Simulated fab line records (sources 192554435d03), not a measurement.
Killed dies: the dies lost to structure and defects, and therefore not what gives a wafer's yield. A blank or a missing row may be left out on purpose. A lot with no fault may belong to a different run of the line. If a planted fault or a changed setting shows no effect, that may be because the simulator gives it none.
fab line records	flow n5-finfet
record: lots: 7	wafers: 39
route steps=1938 shown FIN_CUT@176 DUMMY_GATE@228 GATE_CUT@469
start-h: hours from the record's opening day to when the first of the lot's shown wafers began	wait-h: how many hours have passed since the lot's step before this one	" the same as in the row above	L1.1+2: several wafers, shown together as one row	- no value, or no start was given	* or withheld: withheld	< > ~ a bound
route shown NAME@n: names a module that has steps shown in the file, with the first one's number in the route	usual: the fault-free wafers' mean and standard deviation	same: alike in all rows	chamber/n: place in a boat	sites: readings site by site	_std_site: standard deviation across them	_edge_site: the outer-site mean with the inner-site mean subtracted	radius-mm: for every site, how far away it sits from the centre of the wafer	mask NAME#n: copy n	behind: the last tool/chamber to shape the wafer	hold: what put the lot on hold/how long, in hours/how the hold closed	device: whichever transistor did not switch (one of n, p or np)	end of line: tests run on the same wafers once the route is complete	step lacking rows: just its recipe	killed: dies lost to structure and defects at the first sort, not the wafer's yield	map: the dies of a wafer, with x for killed, . for not killed, _ for no die there
set.NAME: the setting that was run; set.NAME@STEP: the one run at that earlier step	model.NAME: the simulator's own value behind a step, which no gauge read
one table per step and one row per wafer, for lots whose settings were changed on purpose
== steps ==
step: N5_FIN_CUT_CUT_ETCH_15
recipe: chemistry: HBr/Cl2/O2	target: Si	target-depth-a: 1000	bt-time-s: 10	mask-material: SOC	time-s: 42.4	ion-energy-ev: *	bias-w: *	pressure-mtorr: 10	icp-w: 800	HBr_flow_sccm: 150	Cl2_flow_sccm: 80	O2_flow_sccm: 12
lot.wafer	tool	chamber	start-h	wait-h	set.time-s	model.FIN_CUT.feature-depth-nm	model.etch.depth-nm	model.SOC_of_FIN_CUT_COAT_18.thk-nm
L075.1	rie-si-01	0	33.72	0.1	51.59	119.6	119.5	162.8
L075.2	"	3	"	"	42.4	100.2	100.1	169.2
L075.3	"	1	"	"	42.4	99.6	99.59	170
L075.4	"	2	"	"	51.59	120.6	120.7	161.6
L075.5	"	0	"	"	51.59	120.6	120.7	162
L075.6	"	3	"	"	42.4	98.4	98.36	170.2
L076.1	rie-si-05	0	38.70	0.1	42.4	100.2	100.2	171
L076.2	"	2	"	"	42.4	101.2	101.1	170.4
L076.3	"	1	"	"	42.4	100	100.1	170.8
L076.4	"	3	"	"	42.4	101.4	101.5	171.4
L076.5	"	3	"	"	42.4	100.2	100.2	171.2
L076.6	"	2	"	"	42.4	100.6	100.7	169.8
L077.1	rie-si-06	0	46.23	0.1	42.4	99	98.94	168.8
L077.2	"	1	"	"	42.4	99.4	99.31	169.4
L077.3	"	2	"	"	42.4	98.6	98.65	169.8
L077.4	"	3	"	"	49.17	115.4	115.3	164
L077.5	"	1	"	"	49.17	115.6	115.7	163.2
L077.6	"	2	"	"	49.17	114.8	114.8	163
L082.1	rie-si-01	0	76.31	0.1	42.4	99	99	171
L082.2	"	2	"	"	42.4	98.8	98.83	170
L082.3	"	3	"	"	42.4	98.4	98.42	171.2
L082.4	"	1	"	"	42.4	98.8	98.88	170.6
L082.5	"	3	"	"	42.4	99.8	99.71	170.6
L082.6	"	2	"	"	42.4	100	100	170
L083.1	rie-si-06	2	81.13	0.1	42.4	100.6	100.7	170.4
L083.2	"	1	"	"	47.48	113.4	113.4	166
L083.3	"	0	"	"	42.4	99.6	99.61	171.4
L083.4	"	3	"	"	47.48	112.6	112.6	165.8
L083.5	"	2	"	"	42.4	100.2	100.2	170.4
L083.6	"	1	"	"	47.48	112	112.1	165.6
L087.2	rie-si-01	3	107.31	0.1	42.4	100.2	100.2	171
L087.3	"	2	"	"	42.4	99.6	99.57	170.4
L087.4	"	0	"	"	42.4	98.6	98.58	170.4
L089.1	rie-si-05	1	117.62	0.1	51.12	120.4	120.4	161.6
L089.2	"	3	"	"	42.4	100.2	100.2	170.2
L089.3	"	0	"	"	42.4	99.4	99.48	170.4
L089.4	"	2	"	"	42.4	100.8	100.8	169.8
L089.5	"	3	"	"	51.12	120.8	120.7	160.8
L089.6	"	2	"	"	51.12	121.8	121.9	161.2
step: N5_DUMMY_GATE_EXPOSE_12
recipe: mask-id: GATE	na: 0.33	source-shape: annular	sigma-inner: 0.2	sigma-outer: 0.6	polarization: unpolarized	target-cd-nm: 25	dose-mj: 34
lot.wafer	tool	chamber	start-h	wait-h	mask	set.dose-mj
L075.1+2+6	euv-scanner-02	0	51.53	-	GATE#0	32.26
L075.3+4+5	"	0	"	"	GATE#0	34
L076.1+2+3+4+5+6	euv-scanner-01	0	57.34	-	GATE#0	34
L077.1+2+5	euv-scanner-01	0	64.75	-	GATE#0	34
L077.3+4+6	"	0	"	"	GATE#0	36.5
L082.1+3+5	euv-scanner-02	0	94.24	-	GATE#0	34
L082.2+4+6	"	0	"	"	GATE#0	34.7
L083.1+4+6	euv-scanner-01	0	99.18	-	GATE#0	34
L083.2+3+5	"	0	"	"	GATE#0	32.8
L087.2+3+4	euv-scanner-01	0	125.15	-	GATE#0	34
L089.1+2+4	euv-scanner-02	0	135.05	-	GATE#0	31.77
L089.3+5+6	"	0	"	"	GATE#0	34
step: N5_DUMMY_GATE_PEB_13
recipe: peb-temp-c: 100	peb-time-s: 60	resist: CAR-EUV
step: N5_DUMMY_GATE_DEVELOP_14
recipe: develop-time-s: 30	developer: TMAH	resist: CAR-EUV	rinse-liquid: surfactant-rinse	dry: air-spin	dev-temp-c: 23
step: N5_DUMMY_GATE_CD_MEAS_15
recipe: target-cd-nm: 25.8	landing-energy-ev: 500	detector: se-inlens
usual: cd-nm: 24.98/0.24
lot.wafer	tool	chamber	start-h	wait-h	set.dose-mj@DUMMY_GATE_EXPOSE_12	cd-nm
L075.1	cd-sem-03	0	51.66	-	32.26	26.10
L075.2	"	0	"	"	32.26	26.26
L075.3	"	0	"	"	34	24.76
L075.4	"	0	"	"	34	25.05
L075.5	"	0	"	"	34	25.34
L075.6	"	0	"	"	32.26	25.61
L076.1	cd-sem-02	0	57.47	-	34	25.11
L076.2	"	0	"	"	34	24.72
L076.3	"	0	"	"	34	25.16
L076.4	"	0	"	"	34	24.74
L076.5	"	0	"	"	34	24.93
L076.6	"	0	"	"	34	24.55
L077.1	cd-sem-01	0	64.88	-	34	24.78
L077.2	"	0	"	"	34	25.19
L077.3	"	0	"	"	36.5	23.38
L077.4	"	0	"	"	36.5	23.51
L077.5	"	0	"	"	34	25.36
L077.6	"	0	"	"	36.5	24.12
L082.1	cd-sem-01	0	94.37	-	34	24.82
L082.2	"	0	"	"	34.7	24.34
L082.3	"	0	"	"	34	24.78
L082.4	"	0	"	"	34.7	24.47
L082.5	"	0	"	"	34	25.02
L082.6	"	0	"	"	34.7	24.68
L083.1	cd-sem-01	0	99.31	-	34	24.57
L083.2	"	0	"	"	32.8	25.81
L083.3	"	0	"	"	32.8	25.78
L083.4	"	0	"	"	34	25.05
L083.5	"	0	"	"	32.8	25.65
L083.6	"	0	"	"	34	24.49
L087.2	cd-sem-03	0	125.27	-	34	24.65
L087.3	"	0	"	"	34	24.96
L087.4	"	0	"	"	34	24.79
L089.1	cd-sem-03	0	135.18	-	31.77	26.20
L089.2	"	0	"	"	31.77	26.24
L089.3	"	0	"	"	34	25.38
L089.4	"	0	"	"	31.77	26.10
L089.5	"	0	"	"	34	24.87
L089.6	"	0	"	"	34	24.86
step: N5_DUMMY_GATE_ETCH_37
recipe: chemistry: N2/H2	target: SOC	target-depth-a: 600	overetch-a: 300	temp-c: 40	ion-energy-ev: 200	pressure-mtorr: 30	source-w: 840	bias-w: 150	n2-flow-sccm: 200	h2-flow-sccm: 200
usual: rf-vpp-V: 524/3.1
lot.wafer	tool	chamber	start-h	wait-h	set.source-w	rf-vpp-V	model.SiARC_of_DUMMY_GATE_COAT_35.thk-nm
L075.1	rie-diel-01	2	51.94	0.0	840	526	5
L075.2	"	3	"	"	789.2	537	5.2
L075.3	"	1	"	"	840	520	5
L075.4	"	0	"	"	840	527	5
L075.5	"	1	"	"	789.2	530	5.2
L075.6	"	0	"	"	789.2	538	5
L076.1	rie-diel-01	1	57.74	0.0	840	520	5
L076.2	"	2	"	"	840	527	5
L076.3	"	3	"	"	986.7	498	4.6
L076.4	"	0	"	"	840	525	5
L076.5	"	1	"	"	986.7	492	4.6
L076.6	"	2	"	"	986.7	499	4.4
L077.1	rie-diel-01	2	65.16	0.0	970.8	502	4.6
L077.2	"	3	"	"	970.8	503	4.6
L077.3	"	0	"	"	840	525	5
L077.4	"	1	"	"	970.8	494	4.6
L077.5	"	2	"	"	840	527	5
L077.6	"	1	"	"	840	519	5
L082.1	rie-diel-01	2	94.65	0.0	992.4	499	4.4
L082.2	"	1	"	"	840	529	4.8
L082.3	"	0	"	"	840	525	5
L082.4	"	3	"	"	992.4	498	4.6
L082.5	"	2	"	"	992.4	499	4.4
L082.6	"	3	"	"	840	527	5
L083.1	rie-diel-03	2	99.58	0.0	840	527	5
L083.2	"	0	"	"	840	525	5
L083.3	"	3	"	"	752.7	538	5.4
L083.4	"	2	"	"	752.7	545	5.4
L083.5	"	0	"	"	840	526	5
L083.6	"	3	"	"	752.7	538	5.2
L087.2	rie-diel-05	3	125.54	0.0	840	520	5
L087.3	"	0	"	"	840	523	4.8
L087.4	"	1	"	"	840	523	5
L089.1	rie-diel-05	0	135.47	0.0	840	523	5
L089.2	"	1	"	"	914.2	509	4.8
L089.3	"	3	"	"	840	523	5
L089.4	"	2	"	"	914.2	506	4.8
L089.5	"	0	"	"	914.2	508	4.6
L089.6	"	3	"	"	840	522	5
step: N5_DUMMY_GATE_STRIP_38
recipe: chemistry: N2/H2	temp-c: 40	n2-flow-sccm: 200	h2-flow-sccm: 200	rf-frequency-hz: 6e+07
step: N5_DUMMY_GATE_STRIP_39
recipe: chemistry: N2/H2	temp-c: 40	n2-flow-sccm: 200	h2-flow-sccm: 200	rf-frequency-hz: 6e+07
step: N5_DUMMY_GATE_TRIM_49
recipe: chemistry: O2	resist: SOC	time-s: 29	target-cd-nm: 14	source-power-w: 300	bias-power-w: 0	O2_flow_sccm: 100	temp-c: 20
lot.wafer	tool	chamber	start-h	wait-h	set.dose-mj@DUMMY_GATE_EXPOSE_12	model.DUMMY_GATE.cd-nm
L075.1	rie-si-01	1	52.02	0.0	32.26	14.8
L075.2+6	"	0,3	"	"	32.26	15.2
L075.3+5	"	3,0	"	"	34	14.4
L075.4	"	2	"	"	34	14
L076.1	rie-si-06	2	57.83	0.0	34	14.2
L076.2+4	"	0,1	"	"	34	13.8
L076.3+5	"	3,2	"	"	34	13.4
L076.6	"	1	"	"	34	13.2
L077.1	rie-si-05	0	65.24	0.0	34	13.4
L077.2	"	1	"	"	34	13.6
L077.3	"	2	"	"	36.5	12.8
L077.4	"	3	"	"	36.5	12.4
L077.5	"	2	"	"	34	14
L077.6	"	1	"	"	36.5	13
L082.1+3+5	rie-si-06	2,3,0	94.73	0.0	34	13.6
L082.2	"	1	"	"	34.7	13.4
L082.4+6	"	0,3	"	"	34.7	13.2
L083.1+6	rie-si-01	1	99.66	0.0	34	14.2
L083.2+3	"	2,3	"	"	32.8	14.8
L083.4	"	0	"	"	34	14.4
L083.5	"	2	"	"	32.8	14.6
L087.2	rie-si-06	2	125.63	0.0	34	14
L087.3	"	1	"	"	34	13.4
L087.4	"	3	"	"	34	13.6
L089.1+2	rie-si-06	0,2	135.55	0.0	31.77	15.4
L089.3+6	"	1	"	"	34	14
L089.4	"	3	"	"	31.77	15.2
L089.5	"	2	"	"	34	13.6
step: N5_DUMMY_GATE_ETCH_31
recipe: chemistry: C4F6/O2	target: SiO2	mask-material: SOC	target-depth-a: 825	time-s: 27.5	ion-energy-ev: 250	pressure-mtorr: 30	source-w: 345	bias-w: 185	Ar_flow_sccm: 300	C4F6_flow_sccm: 10	O2_flow_sccm: 10
lot.wafer	tool	chamber	start-h	wait-h	set.target-depth-a	model.etch.depth-nm	model.SOC_of_DUMMY_GATE_COAT_34.thk-nm
L075.1	rie-diel-01	3	52.21	0.0	825	81.62	51.8
L075.2	"	0	"	"	905.6	91.8	50.8
L075.3	"	2	"	"	825	84.04	51.6
L075.4	"	1	"	"	905.6	90.24	51
L075.5	"	1	"	"	905.6	89.95	51
L075.6	"	0	"	"	825	83.47	51.6
L076.1	rie-diel-05	2	58.18	0.1	825	82.94	51.6
L076.2	"	3	"	"	825	83.38	52
L076.3	"	1	"	"	762.2	75.79	52.4
L076.4	"	0	"	"	762.2	78.34	52.4
L076.5	"	0	"	"	825	84.77	51.6
L076.6	"	1	"	"	762.2	76	52.6
L077.1	rie-diel-01	0	65.43	0.0	825	83.52	51.4
L077.2	"	1	"	"	825	81.99	51.6
L077.3	"	3	"	"	825	81.52	51.8
L077.4	"	2	"	"	825	83.21	51.6
L077.5	"	3	"	"	825	81.86	51.8
L077.6	"	2	"	"	825	83.81	51.4
L082.1	rie-diel-01	3	94.98	0.1	720.6	70.93	52.6
L082.2	"	2	"	"	825	82.97	51.4
L082.3	"	1	"	"	825	85.34	51.2
L082.4	"	0	"	"	720.6	71.99	52.4
L082.5	"	1	"	"	825	85.24	51.2
L082.6	"	0	"	"	720.6	71.9	52.6
L083.1	rie-diel-05	3	99.86	0.0	825	83.96	51.8
L083.2	"	1	"	"	825	82.26	52.2
L083.3	"	0	"	"	878.8	90.47	51.2
L083.4	"	2	"	"	878.8	87.26	51.4
L083.5	"	0	"	"	878.8	90.56	51.2
L083.6	"	1	"	"	825	81.4	52
L087.2	rie-diel-03	0	125.83	0.0	825	82.06	51.8
L087.3	"	3	"	"	825	82.87	51.8
L087.4	"	1	"	"	825	83.51	51.4
L089.1	rie-diel-05	3	135.75	0.0	825	83.4	52
L089.2	"	0	"	"	788.8	80.47	52.2
L089.3	"	1	"	"	825	81.38	52
L089.4	"	2	"	"	788.8	77.75	52.4
L089.5	"	2	"	"	825	81.55	52
L089.6	"	1	"	"	788.8	78.04	52.4
step: N5_DUMMY_GATE_ETCH_32
recipe: chemistry: CF4	target: SiO2	target-depth-a: 35	time-s: 3.9	ion-energy-ev: 350	pressure-mtorr: 10	icp-w: 800	bias-w: 400	cf4-flow-sccm: 80
lot.wafer	tool	chamber	start-h	wait-h	set.time-s	model.etch.depth-nm
L075.1	rie-si-05	0	52.46	0.1	3.298	2.94
L075.2	"	1	"	"	3.9	3.553
L075.3	"	3	"	"	3.9	3.557
L075.4	"	2	"	"	3.9	3.541
L075.5	"	1	"	"	3.298	3.002
L075.6	"	2	"	"	3.298	3.023
L076.1	rie-si-05	0	58.42	0.1	3.9	3.495
L076.2	"	3	"	"	3.9	3.577
L076.3	"	2	"	"	3.9	3.509
L076.4	"	1	"	"	3.9	3.522
L076.5	"	1	"	"	3.9	3.525
L076.6	"	0	"	"	3.9	3.472
L077.1	rie-si-06	2	65.68	0.1	3.9	3.521
L077.2	"	0	"	"	3.9	3.471
L077.3	"	3	"	"	3.9	3.543
L077.4	"	1	"	"	3.9	3.554
L077.5	"	3	"	"	3.9	3.548
L077.6	"	0	"	"	3.9	3.462
L082.1	rie-si-05	0	95.23	0.1	4.585	4.111
L082.2	"	2	"	"	3.9	3.521
L082.3	"	1	"	"	4.585	4.147
L082.4	"	3	"	"	3.9	3.541
L082.5	"	0	"	"	3.9	3.48
L082.6	"	1	"	"	4.585	4.137
L083.1	rie-si-01	1	100.11	0.1	3.9	3.474
L083.2	"	0	"	"	3.268	2.911
L083.3	"	2	"	"	3.268	2.891
L083.4	"	3	"	"	3.9	3.484
L083.5	"	1	"	"	3.9	3.495
L083.6	"	0	"	"	3.268	2.913
L087.2	rie-si-05	2	126.08	0.1	3.9	3.48
L087.3	"	1	"	"	3.9	3.477
L087.4	"	3	"	"	3.9	3.493
L089.1	rie-si-05	2	136.00	0.1	3.9	3.512
L089.2	"	3	"	"	3.9	3.56
L089.3	"	0	"	"	3.9	3.47
L089.4	"	1	"	"	3.9	3.473
L089.5	"	0	"	"	3.9	3.496
L089.6	"	1	"	"	3.9	3.456
step: N5_GATE_CUT_ETCH_58
recipe: chemistry: CH3F/O2	target: SiNx	target-depth-a: 170	time-s: 128.6	ion-energy-ev: 50	pressure-mtorr: 30	source-w: 415	bias-w: 21	Ar_flow_sccm: 150	CH3F_flow_sccm: 30	O2_flow_sccm: 20
usual: rf-vpp-V: 99.2/1
lot.wafer	tool	chamber	start-h	wait-h	set.bias-w	rf-vpp-V	model.etch.depth-nm
L075.1	rie-diel-03	1	88.68	0.0	18.92	93.3	16.43
L075.2	"	3	"	"	21	98.7	16.94
L075.3	"	0	"	"	21	99.2	17.08
L075.4	"	2	"	"	18.92	93.9	16.17
L075.5	"	0	"	"	18.92	93.3	16.39
L075.6	"	1	"	"	21	100.0	17.12
L076.1	rie-diel-03	3	91.48	0.1	21	98.5	17.15
L076.2	"	1	"	"	24.56	109.5	18.44
L076.3	"	2	"	"	24.56	108.9	18.22
L076.4	"	0	"	"	21	99.4	16.95
L076.5	"	1	"	"	21	98.9	17.09
L076.6	"	0	"	"	24.56	108.6	18.22
L077.1	rie-diel-03	0	99.21	0.0	19.84	95.3	16.51
L077.2	"	3	"	"	19.84	94.1	16.3
L077.3	"	2	"	"	21	100.2	16.65
L077.4	"	0	"	"	21	100.7	16.79
L077.5	"	2	"	"	21	100.6	16.75
L077.6	"	3	"	"	19.84	94.8	16.4
L082.1	rie-diel-01	3	128.50	0.0	24.12	108.7	17.74
L082.2	"	0	"	"	24.12	108.8	18.02
L082.3	"	1	"	"	24.12	109.3	18.64
L082.4	"	2	"	"	21	99.2	17.15
L082.5	"	0	"	"	21	101.0	17.04
L082.6	"	3	"	"	21	98.7	16.58
L083.1	rie-diel-03	2	131.70	0.0	21	99.7	16.59
L083.2	"	1	"	"	21	99.5	17.1
L083.3	"	0	"	"	21	99.6	16.74
L083.4	"	3	"	"	21	98.6	16.84
L083.5	"	1	"	"	21	100.3	17.14
L083.6	"	0	"	"	21	99.2	16.72
L087.2	rie-diel-03	3	157.54	0.1	21	97.5	17.06
L087.3	"	2	"	"	21	100.2	16.78
L087.4	"	0	"	"	21	100.3	16.84
L089.1	rie-diel-01	0	168.39	0.0	21	99.2	17.09
L089.2	"	3	"	"	21	99.7	16.75
L089.3	"	1	"	"	21	100.5	17.54
L089.4	"	2	"	"	21	99.7	17.11
L089.5	"	3	"	"	21	100.2	16.69
L089.6	"	2	"	"	21	100.2	17.27
== key ==
split: step: N5_FIN_CUT_CUT_ETCH_15	setting: time-s	stated: 42.4	by: wafer
response: step: N5_FIN_CUT_CUT_ETCH_15	reading: model.FIN_CUT.feature-depth-nm	change: +1	per: 1%	r: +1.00
response: step: N5_FIN_CUT_CUT_ETCH_15	reading: model.etch.depth-nm	change: +1	per: 1%	r: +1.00
response: step: N5_FIN_CUT_CUT_ETCH_15	reading: model.SOC_of_FIN_CUT_COAT_18.thk-nm	change: -0.39	per: 1%	r: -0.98
split: step: N5_DUMMY_GATE_EXPOSE_12	setting: dose-mj	stated: 34	by: wafer
response: step: N5_DUMMY_GATE_CD_MEAS_15	reading: cd-nm	change: -0.195	per: 1%	r: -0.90
response: step: N5_DUMMY_GATE_TRIM_49	reading: model.DUMMY_GATE.cd-nm	change: -0.164	per: 1%	r: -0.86
split: step: N5_DUMMY_GATE_ETCH_37	setting: source-w	stated: 840	by: wafer
response: step: N5_DUMMY_GATE_ETCH_37	reading: rf-vpp-V	change: -1.57	per: 1%	r: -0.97
response: step: N5_DUMMY_GATE_ETCH_37	reading: model.SiARC_of_DUMMY_GATE_COAT_35.thk-nm	change: -0.0268	per: 1%	r: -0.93
split: step: N5_DUMMY_GATE_ETCH_31	setting: target-depth-a	stated: 825	by: wafer
response: step: N5_DUMMY_GATE_ETCH_31	reading: model.etch.depth-nm	change: +0.934	per: 1%	r: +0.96
response: step: N5_DUMMY_GATE_ETCH_31	reading: model.SOC_of_DUMMY_GATE_COAT_34.thk-nm	change: -0.0933	per: 1%	r: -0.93
split: step: N5_DUMMY_GATE_ETCH_32	setting: time-s	stated: 3.9	by: wafer
response: step: N5_DUMMY_GATE_ETCH_32	reading: model.etch.depth-nm	change: +0.0357	per: 1%	r: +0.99
split: step: N5_GATE_CUT_ETCH_58	setting: bias-w	stated: 21	by: wafer
response: step: N5_GATE_CUT_ETCH_58	reading: rf-vpp-V	change: +0.626	per: 1%	r: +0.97
response: step: N5_GATE_CUT_ETCH_58	reading: model.etch.depth-nm	change: +0.075	per: 1%	r: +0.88
